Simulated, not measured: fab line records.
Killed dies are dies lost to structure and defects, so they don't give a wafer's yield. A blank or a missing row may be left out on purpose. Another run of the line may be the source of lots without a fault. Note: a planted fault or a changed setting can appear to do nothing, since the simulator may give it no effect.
Struck lot and sound lot, side by side | flow nand-harc | 32 steps out of a route of 1302
Sound: these wafers, L919.4, L919.5, L919.6. Struck: wafer L925.1 (left out: L925.2, L925.6 of the same lot, which were not struck); the cause appears at the end.
For every step that has rows: the tool of each side, followed by ch and its chambers, followed by its first start. Under that, the readings that differ: sound wafers | struck wafers | difference of the means | sigmas: that difference in standard deviations of wafers without a fault.
alike: same words and numbers on both sides, and readings whose means sit less than 2 such deviations apart. not compared: any withheld reading, any reading some wafer has no value for, any bound like >300 that may hide the same value, and any number with overlapping values for which the record gives no deviation.
Wherever a step has rows on one side only, a row that says differs or no value, or a row with sigmas, the two part there. Numbers that have no deviation but don't overlap get no sigmas and don't part them. A reading missing from all wafers of one side parts the sides only when that side holds two or more wafers.

first, 8 steps without rows for these wafers: NHARC_A_M0_DESCUM_14 (chemistry O2, time 3 s); NHARC_A_M0_ETCH_34 (etches the open film in N2/H2, target depth 40 nm, overetch 12 nm, time 43.94 s); NHARC_A_M0_ETCH_15 (etches the open film in C4F8/Ar, target depth 150 nm, overetch 15 nm, time 82.5 s); NHARC_A_M0_STRIP_18 (strips in N2/H2); NHARC_A_M0_STRIP_19 (strips in post etch residue remover, time 600 s); NHARC_A_M0_DEGAS_28 (time 60 s); NHARC_A_M0_PRE_CLEAN_29 (time 30 s); NHARC_A_M0_PVD_20 (deposits TaN, target thk 5 nm, time 8.06 s).
NHARC_A_M0_PVD_21: deposits Cu, target thk 30 nm, time 20.49 s.
  sound on pvd-sputter-01, day 25 02:57; struck on pvd-sputter-01, day 27 18:39
  alike: cathode-dc-power-W, throttle-valve-pct
then, 22 steps without rows for these wafers: NHARC_A_M0_ECD_22 (material Cu, target thk 400 nm); NHARC_A_M0_ANNEAL_30 (time 90 s); NHARC_A_M0_CMP_23 (polishes, t overpolish 20 s, target thk 113.75 nm); NHARC_A_M0_SRD_25; NHARC_A_M0_PRE_CLEAN_31 (time 12 s); NHARC_A_M0_DEP_32 (deposits SiCN, target thk 30 nm); NHARC_A_M1_DEP_00 (deposits SiOC, target thk 182.5 nm); NHARC_A_M1_DEHYDRATE_01 (time 120 s); NHARC_A_M1_HMDS_02 (time 30 s); NHARC_A_M1_COAT_34 (time 65 s); NHARC_A_M1_COAT_03 (resist thk 90 nm); NHARC_A_M1_SOFTBAKE_04 (time 55 s); NHARC_A_M1_EBR_05; NHARC_A_M1_EXPOSE_06 (exposes mask A M1, target cd 120 nm); NHARC_A_M1_PEB_07 (peb time 65 s); NHARC_A_M1_DEVELOP_08 (develop time 35 s); NHARC_A_M1_DESCUM_14 (chemistry O2, time 3 s); NHARC_A_M1_ETCH_35 (etches the open film in N2/H2, target depth 40 nm, overetch 12 nm, time 43.94 s); NHARC_A_M1_ETCH_15 (etches the open film in C4F8/Ar, target depth 182.5 nm, time 91.2 s); NHARC_A_M1_STRIP_18 (strips in N2/H2); NHARC_A_M1_ETCH_28 (etches the open film in CF4/N2, target depth 30 nm, time 72.99 s); NHARC_A_M1_STRIP_19 (strips in post etch residue remover, time 600 s).
NHARC_END_SORT_01:
  sound on prober-02 ch 0, day 26 20:35; struck on prober-02 ch 0, day 29 10:29
  reading                  | sound          | struck | difference | sigmas
  defect-limited-yield (%) | 89.5 88.2 89.1 | 0      | -89        | -31
  killed-at-array          | 67 75 70       | 674    | +603       | +32
  killed-dies              | 71 80 74       | 677    | +602       | +30
  alike: killed-at-other, killed-at-periphery, killed-open, killed-short

== WHERE THEY PART ==
Only at NHARC_END_SORT_01, within this record.

WHY: what the simulator had put in
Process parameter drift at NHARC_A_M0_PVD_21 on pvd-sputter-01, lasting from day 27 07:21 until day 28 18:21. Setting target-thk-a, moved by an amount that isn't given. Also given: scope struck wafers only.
